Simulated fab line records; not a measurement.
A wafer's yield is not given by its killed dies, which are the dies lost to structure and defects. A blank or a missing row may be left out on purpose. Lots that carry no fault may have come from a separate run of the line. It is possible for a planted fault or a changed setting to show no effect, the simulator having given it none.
fab line records + flow n5-finfet + part 2 of 2: steps 5 to 6 of 6
[record]
- lots = 20
- wafers = 60
- last-day = 17
route steps=1938 shown BEOL_M3@946
lots untouched by any fault: they come from a run of this same line in which no faults occurred
start-h: hours from the record's first day to the start of the lot's first wafer shown + wait-h: time in hours since the lot's previous step + " unchanged from the row above + L1.1+2: several wafers, shown together as one row + - no value, or no start given + * or withheld: withheld + < > ~ a bound
route shown NAME@n: a module of which the file shows steps, and the number in the route of the first + usual: mean/standard deviation taken from wafers without a fault + same: alike in all rows + chamber/n: place in a boat + sites: the reading at each site + _std_site: the standard deviation of these + _edge_site: inner sites' mean taken away from outer sites' mean + radius-mm: for every site, how far away it sits from the centre of the wafer + mask NAME#n: copy n + behind: tool/chamber where the wafer was last shaped + hold: the reason the lot was held/the length of the hold in hours/how it ended + device: the n, p or np transistor that did not switch + end of line: the tests these same wafers got at the end of their route + for a step that has no rows: nothing shown but its recipe + killed: the dies lost at the first sort to structure and to defects; this is not the yield of the wafer + map: dies across one wafer; x = killed, . = not, _ = none there
set.NAME: setting as actually run; set.NAME@STEP: the setting as run at that earlier step + model.NAME: the simulator's own value behind a step, which no gauge read
route steps across a sampled set of lots; one table per step, one row per wafer
services: from which hour (start-h, from the record's first day; less than 0 if before it) a tool's chamber was out of use, for how many hours, and why
[[steps]]
[step N5_BEOL_M3_ETCH_69]
[recipe]
- chemistry = CF4
- target = SiARC
- target-depth-a = 156
- mask-material = CAR-EUV
- time-s = 26
- ion-energy-ev = 80
- pressure-mtorr = 40
- source-w = 545
- bias-w = 36
- Ar_flow_sccm = 100
- cf4-flow-sccm = 100
- ends = cleared
[usual]
- bias-w = 36.00/0.11
- drypump-motor-current-A = 5.9/0.33
- etch-rf-on-time-s = 25.7/0.75
- mfc-ar-sccm = 100.0/0.33
- oes-product-au = 0.68/0.081
- rf-vpp-V = 184.4/1.1
- showerhead-plenum-p-Torr = 2.15/0.065
- throttle-valve-pct = 15.61/0.21
| lot.wafer | tool        | chamber | start-h | wait-h | bias-w | drypump-motor-current-A | etch-rf-on-time-s | mfc-ar-sccm | oes-product-au | rf-hours-counter-h | rf-vpp-V | showerhead-plenum-p-Torr | throttle-valve-pct |
|-----------|-------------|---------|---------|--------|--------|-------------------------|-------------------|-------------|----------------|--------------------|----------|--------------------------|--------------------|
| L075.2    | rie-diel-05 | 2       | 144.53  | 0.0    | 36.13  | 5.7                     | 25.1              | 100.5       | 0.78           | 30                 | 183.5    | 2.10                     | 15.30              |
| L075.5    | "           | 2       | "       | "      | 36.14  | 5.7                     | 25.0              | 100.2       | 0.78           | -                  | 183.8    | 2.10                     | 15.31              |
| L075.6    | "           | 3       | "       | "      | 36.21  | 6.1                     | 26.3              | 100.0       | 0.64           | -                  | 184.5    | 2.20                     | 15.59              |
| L074.2    | rie-diel-05 | 3       | 148.28  | 0.0    | 36.00  | 6.1                     | 26.7              | 100.5       | 0.63           | 170                | 186.1    | 2.20                     | 15.59              |
| L074.4    | "           | 1       | "       | "      | 35.91  | 5.5                     | 24.6              | 100.4       | 0.68           | 134                | 183.6    | 2.05                     | 15.75              |
| L074.6    | "           | 3       | "       | "      | 36.02  | 6.1                     | 26.6              | 100.3       | 0.62           | -                  | 185.4    | 2.20                     | 15.59              |
| L076.3    | rie-diel-05 | 1       | 157.74  | 0.0    | 36.04  | 5.5                     | 24.4              | 100.7       | 0.69           | 137                | 184.7    | 2.05                     | 15.74              |
| L076.4    | "           | 3       | "       | "      | 36.02  | 6.1                     | 26.6              | 100.5       | 0.63           | 173                | 183.9    | 2.20                     | 15.60              |
| L076.5    | "           | 2       | "       | "      | 36.07  | 5.7                     | 25.2              | 99.8        | 0.78           | -                  | 182.9    | 2.10                     | 15.32              |
| L077.1    | rie-diel-02 | 1       | 163.93  | 0.0    | 35.97  | 6.5                     | 26.6              | 99.4        | 0.62           | 170                | 184.3    | 2.12                     | 15.72              |
| L077.2    | "           | 0       | "       | "      | 35.98  | 5.6                     | 26.4              | 100.1       | 0.62           | 180                | 186.5    | 2.21                     | 15.68              |
| L077.5    | "           | 2       | "       | "      | 35.97  | 6.1                     | 26.4              | 100.3       | 0.57           | -                  | 184.1    | 2.03                     | 15.90              |
| L078.1    | rie-diel-05 | 0       | 170.33  | 0.0    | 35.94  | 5.5                     | 26.7              | 100.3       | 0.62           | 192                | 184.6    | 2.12                     | 15.74              |
| L078.4    | "           | 1       | "       | "      | 36.14  | 5.5                     | 24.4              | 100.1       | 0.68           | 141                | 182.6    | 2.05                     | 15.73              |
| L078.6    | "           | 1       | "       | "      | 36.04  | 5.5                     | 24.7              | 99.8        | 0.68           | -                  | 183.1    | 2.05                     | 15.76              |
| L079.2    | rie-diel-02 | 3       | 175.00  | 0.0    | 36.04  | 6.1                     | 24.5              | 99.7        | 0.89           | 0                  | 186.7    | 2.21                     | 15.77              |
| L079.4    | "           | 3       | "       | "      | 35.94  | 6.1                     | 24.6              | 99.7        | 0.89           | -                  | 185.4    | 2.21                     | 15.78              |
| L079.6    | "           | 0       | "       | "      | 35.86  | 5.6                     | 25.9              | 100.1       | 0.62           | -                  | 184.9    | 2.20                     | 15.69              |
| L081.4    | rie-diel-01 | 1       | 190.20  | 0.0    | 36.22  | 6.2                     | 25.4              | 99.9        | 0.67           | 131                | 185.2    | 2.13                     | 15.40              |
| L081.5    | "           | 0       | "       | "      | 35.93  | 6.1                     | 25.2              | 100.0       | 0.81           | -                  | 183.6    | 2.18                     | 15.17              |
| L081.6    | "           | 1       | "       | "      | 36.19  | 6.2                     | 25.3              | 99.6        | 0.67           | -                  | 184.2    | 2.13                     | 15.40              |
| L082.3    | rie-diel-05 | 1       | 190.50  | 0.0    | 36.03  | 5.5                     | 24.7              | 99.7        | 0.68           | 147                | 184.3    | 2.05                     | 15.76              |
| L082.5    | "           | 1       | "       | "      | 36.00  | 5.5                     | 24.8              | 99.8        | 0.67           | -                  | 182.5    | 2.05                     | 15.75              |
| L082.6    | "           | 2       | "       | "      | 36.07  | 5.7                     | 25.4              | 100.6       | 0.76           | -                  | 183.2    | 2.09                     | 15.33              |
| L083.3    | rie-diel-02 | 2       | 202.98  | 0.0    | 36.01  | 6.1                     | 25.2              | 99.9        | 0.84           | 2                  | 184.6    | 2.29                     | 15.42              |
| L083.4    | "           | 0       | "       | "      | 35.90  | 5.6                     | 26.3              | 99.9        | 0.61           | 192                | 185.8    | 2.20                     | 15.70              |
| L083.6    | "           | 0       | "       | "      | 36.06  | 5.6                     | 26.1              | 100.0       | 0.61           | -                  | 186.7    | 2.20                     | 15.70              |
| L084.1    | rie-diel-01 | 2       | 208.67  | 0.0    | 35.87  | 5.6                     | 25.8              | 99.9        | 0.75           | 37                 | 185.2    | 2.18                     | 15.31              |
| L084.3    | "           | 3       | "       | "      | 36.08  | 5.9                     | 26.3              | 100.2       | 0.61           | 183                | 183.1    | 2.06                     | 15.77              |
| L084.4    | "           | 1       | "       | "      | 36.03  | 6.2                     | 25.0              | 99.9        | 0.66           | 136                | 184.2    | 2.13                     | 15.40              |
| L086.2    | rie-diel-05 | 2       | 219.62  | 0.0    | 36.10  | 5.7                     | 25.0              | 100.2       | 0.75           | 53                 | 182.3    | 2.09                     | 15.35              |
| L086.3    | "           | 1       | "       | "      | 36.04  | 5.5                     | 24.4              | 100.1       | 0.67           | 153                | 183.7    | 2.05                     | 15.77              |
| L086.6    | "           | 0       | "       | "      | 35.97  | 5.5                     | 26.3              | 100.0       | 0.62           | -                  | 184.9    | 2.11                     | 15.79              |
| L087.2    | rie-diel-05 | 2       | 224.67  | 0.0    | 36.17  | 5.7                     | 25.2              | 99.8        | 0.74           | 55                 | 183.5    | 2.09                     | 15.35              |
| L087.4    | "           | 1       | "       | "      | 35.91  | 5.5                     | 24.2              | 100.1       | 0.67           | 155                | 182.3    | 2.05                     | 15.79              |
| L087.6    | "           | 2       | "       | "      | 36.21  | 5.7                     | 25.0              | 99.6        | 0.75           | -                  | 183.6    | 2.09                     | 15.36              |
| L089.1    | rie-diel-02 | 0       | 240.20  | 0.0    | 36.10  | 5.6                     | 25.8              | 100.3       | 0.61           | 202                | 183.9    | 2.20                     | 15.71              |
| L089.4    | "           | 2       | "       | "      | 35.85  | 6.1                     | 24.6              | 100.1       | 0.81           | 13                 | 185.8    | 2.28                     | 15.45              |
| L089.6    | "           | 0       | "       | "      | 36.04  | 5.6                     | 26.1              | 99.6        | 0.60           | -                  | 184.4    | 2.20                     | 15.71              |
| L090.2    | rie-diel-01 | 0       | 240.95  | 0.0    | 36.16  | 6.1                     | 25.1              | 101.0       | 0.76           | 24                 | 184.9    | 2.18                     | 15.20              |
| L090.4    | "           | 3       | "       | "      | 35.85  | 5.9                     | 26.5              | 99.9        | 0.61           | 194                | 182.9    | 2.05                     | 15.79              |
| L090.6    | "           | 1       | "       | "      | 36.11  | 6.2                     | 25.4              | 100.2       | 0.66           | -                  | 184.3    | 2.13                     | 15.42              |
| L091.3    | rie-diel-05 | 1       | 248.27  | 0.0    | 35.89  | 5.5                     | 24.6              | 99.7        | 0.67           | 162                | 183.3    | 2.04                     | 15.79              |
| L091.4    | "           | 2       | "       | "      | 35.98  | 5.7                     | 25.4              | 100.0       | 0.73           | 62                 | 184.6    | 2.09                     | 15.36              |
| L091.6    | "           | 0       | "       | "      | 35.99  | 5.5                     | 26.5              | 100.5       | 0.61           | -                  | 182.9    | 2.11                     | 15.80              |
| L092.1    | rie-diel-02 | 0       | 262.34  | 0.0    | 36.06  | 5.6                     | 26.1              | 99.6        | 0.61           | 209                | 184.2    | 2.20                     | 15.74              |
| L092.3    | "           | 2       | "       | "      | 35.93  | 6.2                     | 24.6              | 99.9        | 0.80           | 19                 | 185.6    | 2.28                     | 15.45              |
| L092.4    | "           | 2       | "       | "      | 36.12  | 6.2                     | 24.5              | 99.7        | 0.80           | -                  | 185.5    | 2.28                     | 15.46              |
| L094.1    | rie-diel-02 | 3       | 268.79  | 0.0    | 35.86  | 6.1                     | 25.1              | 100.8       | 0.79           | 31                 | 186.1    | 2.20                     | 15.83              |
| L094.4    | "           | 1       | "       | "      | 36.13  | 6.5                     | 26.7              | 100.0       | 0.60           | 198                | 184.4    | 2.11                     | 15.77              |
| L094.6    | "           | 1       | "       | "      | 35.90  | 6.5                     | 26.7              | 100.4       | 0.60           | -                  | 183.6    | 2.11                     | 15.79              |
| L093.4    | rie-diel-01 | 3       | 269.26  | 0.0    | 36.23  | 5.9                     | 26.6              | 99.9        | 0.61           | 202                | 182.9    | 2.05                     | 15.83              |
| L093.5    | "           | 2       | "       | "      | 35.85  | 5.6                     | 26.2              | 99.9        | 0.74           | -                  | 182.9    | 2.17                     | 15.36              |
| L093.6    | "           | 1       | "       | "      | 35.94  | 6.2                     | 25.7              | 99.6        | 0.64           | -                  | 183.9    | 2.12                     | 15.46              |
| L095.2    | rie-diel-02 | 1       | 274.73  | 0.0    | 36.01  | 6.5                     | 26.8              | 99.8        | 0.60           | 200                | 184.9    | 2.11                     | 15.78              |
| L095.5    | "           | 3       | "       | "      | 36.15  | 6.1                     | 25.2              | 100.3       | 0.78           | -                  | 185.3    | 2.20                     | 15.83              |
| L095.6    | "           | 2       | "       | "      | 35.95  | 6.1                     | 25.0              | 100.1       | 0.77           | -                  | 185.2    | 2.28                     | 15.46              |
| L097.2    | rie-diel-02 | 0       | 288.17  | 0.0    | 35.86  | 5.6                     | 26.0              | 99.8        | 0.60           | 217                | 184.5    | 2.19                     | 15.75              |
| L097.5    | "           | 0       | "       | "      | 36.01  | 5.6                     | 26.0              | 99.1        | 0.61           | -                  | 186.1    | 2.19                     | 15.77              |
| L097.6    | "           | 1       | "       | "      | 35.87  | 6.5                     | 26.4              | 99.5        | 0.61           | -                  | 183.7    | 2.11                     | 15.82              |
[step N5_BEOL_M3_TRENCH_ETCH_37]
[recipe]
- chemistry = C4F6/O2
- target-depth-a = 555.55
- target = SiOC
- time-s = 29.2
- ion-energy-ev = 250
- pressure-mtorr = 30
- source-w = 355
- bias-w = 185
- Ar_flow_sccm = 300
- C4F6_flow_sccm = 10
- O2_flow_sccm = 10
[usual]
- bias-w = 185.0/0.52
- drypump-motor-current-A = 6.0/0.34
- mfc-ar-sccm = 299.9/1
- oes_o_777_au = 0.81/0.1
- oes-product-au = 0.81/0.098
- rf-vpp-V = 656/18
- showerhead-plenum-p-Torr = 2.86/0.087
- throttle-valve-pct = 20.83/0.18
| lot.wafer | tool        | chamber | start-h | wait-h | bias-w | drypump-motor-current-A | mfc-ar-sccm | oes_o_777_au | oes-product-au | rf-hours-counter-h | rf-vpp-V | showerhead-plenum-p-Torr | throttle-valve-pct |
|-----------|-------------|---------|---------|--------|--------|-------------------------|-------------|--------------|----------------|--------------------|----------|--------------------------|--------------------|
| L075.2    | rie-diel-01 | 2       | -       | -      | 186.0  | 5.6                     | 300.6       | 0.94         | 0.92           | 19                 | 673      | 2.91                     | 20.61              |
| L075.5    | "           | 1       | "       | "      | 185.0  | 6.2                     | 298.9       | 0.76         | 0.79           | -                  | 665      | 2.86                     | 20.64              |
| L075.6    | "           | 3       | "       | "      | 184.9  | 5.9                     | 301.1       | 0.74         | 0.74           | -                  | 658      | 2.74                     | 20.97              |
| L074.2    | rie-diel-02 | 1       | -       | -      | 186.1  | 6.6                     | 299.2       | 0.74         | 0.72           | 167                | 650      | 2.83                     | 20.96              |
| L074.4    | "           | 2       | "       | "      | 185.3  | 6.1                     | 300.5       | 0.71         | 0.67           | -                  | 649      | 2.67                     | 20.88              |
| L074.6    | "           | 1       | "       | "      | 184.6  | 6.6                     | 301.3       | 0.73         | 0.72           | -                  | 649      | 2.83                     | 20.98              |
| L076.3    | rie-diel-01 | 3       | -       | -      | 185.4  | 5.9                     | 298.7       | 0.73         | 0.74           | 167                | 658      | 2.74                     | 20.97              |
| L076.4    | "           | 3       | "       | "      | 184.7  | 5.9                     | 298.0       | 0.73         | 0.74           | -                  | 658      | 2.74                     | 20.97              |
| L076.5    | "           | 2       | "       | "      | 185.7  | 5.5                     | 299.7       | 0.94         | 0.92           | -                  | 673      | 2.91                     | 20.64              |
| L077.1    | rie-diel-05 | 0       | -       | -      | 184.5  | 5.5                     | 299.8       | 0.72         | 0.74           | 190                | 705      | 2.81                     | 20.90              |
| L077.2    | "           | 2       | "       | "      | 185.1  | 5.7                     | 299.1       | 0.93         | 0.89           | 36                 | 627      | 2.79                     | 20.67              |
| L077.5    | "           | 1       | "       | "      | 184.4  | 5.5                     | 300.1       | 0.82         | 0.78           | -                  | 657      | 2.71                     | 20.88              |
| L078.1    | rie-diel-01 | 3       | -       | -      | 184.7  | 5.9                     | 298.9       | 0.74         | 0.73           | 171                | 658      | 2.74                     | 20.97              |
| L078.4    | "           | 0       | "       | "      | 186.4  | 6.1                     | 300.4       | 0.96         | 0.98           | 2                  | 670      | 2.91                     | 20.49              |
| L078.6    | "           | 1       | "       | "      | 184.9  | 6.2                     | 300.1       | 0.75         | 0.78           | -                  | 665      | 2.85                     | 20.68              |
| L079.2    | rie-diel-05 | 2       | -       | -      | 185.8  | 5.7                     | 298.9       | 0.92         | 0.87           | 41                 | 627      | 2.79                     | 20.68              |
| L079.4    | "           | 3       | "       | "      | 186.0  | 6.1                     | 301.2       | 0.72         | 0.73           | 180                | 678      | 2.90                     | 20.72              |
| L079.6    | "           | 0       | "       | "      | 185.1  | 5.5                     | 301.5       | 0.72         | 0.74           | -                  | 706      | 2.81                     | 20.91              |
| L081.4    | rie-diel-01 | 3       | -       | -      | 185.6  | 5.9                     | 301.3       | 0.73         | 0.72           | 179                | 658      | 2.73                     | 20.99              |
| L081.5    | "           | 3       | "       | "      | 184.6  | 5.9                     | 299.5       | 0.72         | 0.72           | -                  | 659      | 2.73                     | 20.97              |
| L081.6    | "           | 0       | "       | "      | 184.9  | 6.1                     | 299.5       | 0.93         | 0.93           | -                  | 670      | 2.91                     | 20.50              |
| L082.3    | rie-diel-02 | 0       | -       | -      | 184.6  | 5.6                     | 300.5       | 0.73         | 0.71           | 193                | 640      | 2.92                     | 20.81              |
| L082.5    | "           | 1       | "       | "      | 184.6  | 6.6                     | 301.2       | 0.71         | 0.71           | -                  | 651      | 2.83                     | 21.01              |
| L082.6    | "           | 0       | "       | "      | 184.2  | 5.6                     | 300.5       | 0.73         | 0.72           | -                  | 640      | 2.92                     | 20.81              |
| L083.3    | rie-diel-02 | 1       | -       | -      | 186.1  | 6.6                     | 299.6       | 0.72         | 0.71           | 183                | 650      | 2.83                     | 21.02              |
| L083.4    | "           | 3       | "       | "      | 186.0  | 6.1                     | 301.2       | 0.94         | 0.95           | 14                 | 640      | 2.92                     | 21.09              |
| L083.6    | "           | 3       | "       | "      | 185.8  | 6.1                     | 301.1       | 0.94         | 0.95           | -                  | 639      | 2.92                     | 21.10              |
| L084.1    | rie-diel-02 | 3       | -       | -      | 184.3  | 6.1                     | 298.8       | 0.94         | 0.95           | 14                 | 638      | 2.92                     | 21.10              |
| L084.3    | "           | 1       | "       | "      | 184.0  | 6.5                     | 300.4       | 0.72         | 0.71           | 184                | 650      | 2.83                     | 21.00              |
| L084.4    | "           | 0       | "       | "      | 184.9  | 5.6                     | 300.0       | 0.73         | 0.71           | 194                | 639      | 2.92                     | 20.80              |
| L086.2    | rie-diel-01 | 2       | -       | -      | 183.7  | 5.6                     | 297.2       | 0.89         | 0.87           | 42                 | 672      | 2.90                     | 20.68              |
| L086.3    | "           | 1       | "       | "      | 185.4  | 6.2                     | 299.7       | 0.74         | 0.77           | 141                | 663      | 2.85                     | 20.69              |
| L086.6    | "           | 0       | "       | "      | 184.6  | 6.1                     | 298.6       | 0.91         | 0.92           | -                  | 671      | 2.90                     | 20.51              |
| L087.2    | rie-diel-02 | 3       | -       | -      | 184.9  | 6.1                     | 299.2       | 0.94         | 0.94           | 19                 | 637      | 2.92                     | 21.10              |
| L087.4    | "           | 0       | "       | "      | 185.2  | 5.6                     | 299.8       | 0.72         | 0.73           | 198                | 640      | 2.91                     | 20.82              |
| L087.6    | "           | 3       | "       | "      | 184.4  | 6.1                     | 299.4       | 0.93         | 0.94           | -                  | 640      | 2.92                     | 21.09              |
| L089.1    | rie-diel-02 | 0       | -       | -      | 185.1  | 5.6                     | 300.2       | 0.72         | 0.71           | 205                | 640      | 2.91                     | 20.83              |
| L089.4    | "           | 2       | "       | "      | 184.0  | 6.1                     | 300.1       | 0.94         | 0.92           | 16                 | 661      | 3.00                     | 20.59              |
| L089.6    | "           | 2       | "       | "      | 184.1  | 6.1                     | 299.7       | 0.94         | 0.93           | -                  | 660      | 3.00                     | 20.57              |
| L090.2    | rie-diel-02 | 3       | -       | -      | 184.4  | 6.1                     | 300.6       | 0.91         | 0.92           | 27                 | 639      | 2.91                     | 21.11              |
| L090.4    | "           | 0       | "       | "      | 183.8  | 5.6                     | 300.0       | 0.72         | 0.71           | 207                | 641      | 2.91                     | 20.80              |
| L090.6    | "           | 1       | "       | "      | 184.8  | 6.5                     | 299.6       | 0.71         | 0.70           | -                  | 650      | 2.82                     | 21.01              |
| L091.3    | rie-diel-05 | 3       | -       | -      | 185.7  | 6.1                     | 299.7       | 0.70         | 0.72           | 205                | 676      | 2.89                     | 20.77              |
| L091.4    | "           | 1       | "       | "      | 185.1  | 5.5                     | 299.7       | 0.80         | 0.77           | 166                | 657      | 2.70                     | 20.95              |
| L091.6    | "           | 1       | "       | "      | 184.4  | 5.5                     | 300.7       | 0.79         | 0.77           | -                  | 658      | 2.70                     | 20.92              |
| L092.1    | rie-diel-05 | 1       | -       | -      | 184.8  | 5.5                     | 300.9       | 0.79         | 0.77           | 167                | 657      | 2.70                     | 20.94              |
| L092.3    | "           | 0       | "       | "      | 184.6  | 5.5                     | 300.2       | 0.70         | 0.72           | 222                | 706      | 2.80                     | 20.97              |
| L092.4    | "           | 3       | "       | "      | 184.7  | 6.1                     | 302.0       | 0.69         | 0.70           | 206                | 676      | 2.89                     | 20.76              |
| L094.1    | rie-diel-02 | 2       | -       | -      | 185.2  | 6.1                     | 298.5       | 0.93         | 0.91           | 21                 | 660      | 2.99                     | 20.58              |
| L094.4    | "           | 1       | "       | "      | 185.5  | 6.6                     | 299.4       | 0.71         | 0.70           | 198                | 649      | 2.82                     | 21.02              |
| L094.6    | "           | 3       | "       | "      | 184.9  | 6.1                     | 302.0       | 0.90         | 0.91           | -                  | 638      | 2.91                     | 21.11              |
| L093.4    | rie-diel-05 | 2       | -       | -      | 185.1  | 5.7                     | 298.8       | 0.88         | 0.83           | 69                 | 626      | 2.77                     | 20.70              |
| L093.5    | "           | 2       | "       | "      | 184.4  | 5.7                     | 299.7       | 0.88         | 0.84           | -                  | 626      | 2.77                     | 20.69              |
| L093.6    | "           | 1       | "       | "      | 184.8  | 5.5                     | 301.6       | 0.79         | 0.76           | -                  | 656      | 2.70                     | 20.94              |
| L095.2    | rie-diel-02 | 3       | -       | -      | 184.6  | 6.1                     | 298.1       | 0.91         | 0.91           | 34                 | 640      | 2.91                     | 21.12              |
| L095.5    | "           | 1       | "       | "      | 185.7  | 6.5                     | 298.8       | 0.71         | 0.70           | -                  | 650      | 2.82                     | 21.02              |
| L095.6    | "           | 2       | "       | "      | 185.0  | 6.1                     | 299.4       | 0.92         | 0.90           | -                  | 660      | 2.99                     | 20.57              |
| L097.2    | rie-diel-02 | 1       | -       | -      | 185.1  | 6.5                     | 300.1       | 0.70         | 0.70           | 204                | 650      | 2.82                     | 21.04              |
| L097.5    | "           | 1       | "       | "      | 185.6  | 6.6                     | 299.0       | 0.70         | 0.69           | -                  | 650      | 2.82                     | 21.02              |
| L097.6    | "           | 2       | "       | "      | 184.8  | 6.2                     | 299.8       | 0.90         | 0.90           | -                  | 659      | 2.99                     | 20.59              |
[[services]]
| tool        | chamber | start-h | hours | kind                          |
|-------------|---------|---------|-------|-------------------------------|
| rie-diel-05 | -       | 126.82  | 0.3   | repair                        |
| rie-diel-01 | 0       | 143.24  | -     | clean                         |
| rie-diel-01 | 0       | 143.24  | -     | consumable-replace:focus-ring |
| rie-diel-01 | 0       | 143.24  | 20.1  | scheduled-down                |
| rie-diel-01 | 0       | 143.24  | 20.1  | vent-cycle                    |
| rie-diel-02 | 3       | 154.69  | -     | clean                         |
| rie-diel-02 | 3       | 154.69  | -     | consumable-replace:focus-ring |
| rie-diel-02 | 3       | 154.69  | 18.8  | scheduled-down                |
| rie-diel-02 | 3       | 154.69  | 18.8  | vent-cycle                    |
| rie-diel-02 | 1       | 166.73  | 11.3  | repair                        |
| rie-diel-01 | -       | 169.77  | 0.6   | repair                        |
| rie-diel-02 | 2       | 178.35  | -     | clean                         |
| rie-diel-02 | 2       | 178.35  | -     | consumable-replace:focus-ring |
| rie-diel-02 | 2       | 178.35  | -     | consumable-replace:showerhead |
| rie-diel-02 | 2       | 178.35  | 19.3  | scheduled-down                |
| rie-diel-02 | 2       | 178.35  | 19.3  | vent-cycle                    |
| rie-diel-02 | 1       | 179.29  | 2.0   | repair                        |
| rie-diel-02 | 0       | 186.27  | 8.8   | repair                        |
| rie-diel-05 | 1       | 197.71  | 7.7   | repair                        |
| rie-diel-02 | 1       | 230.86  | 7.7   | repair                        |
| rie-diel-02 | 2       | 237.49  | 1.5   | repair                        |
| rie-diel-01 | -       | 271.14  | 0.8   | repair                        |
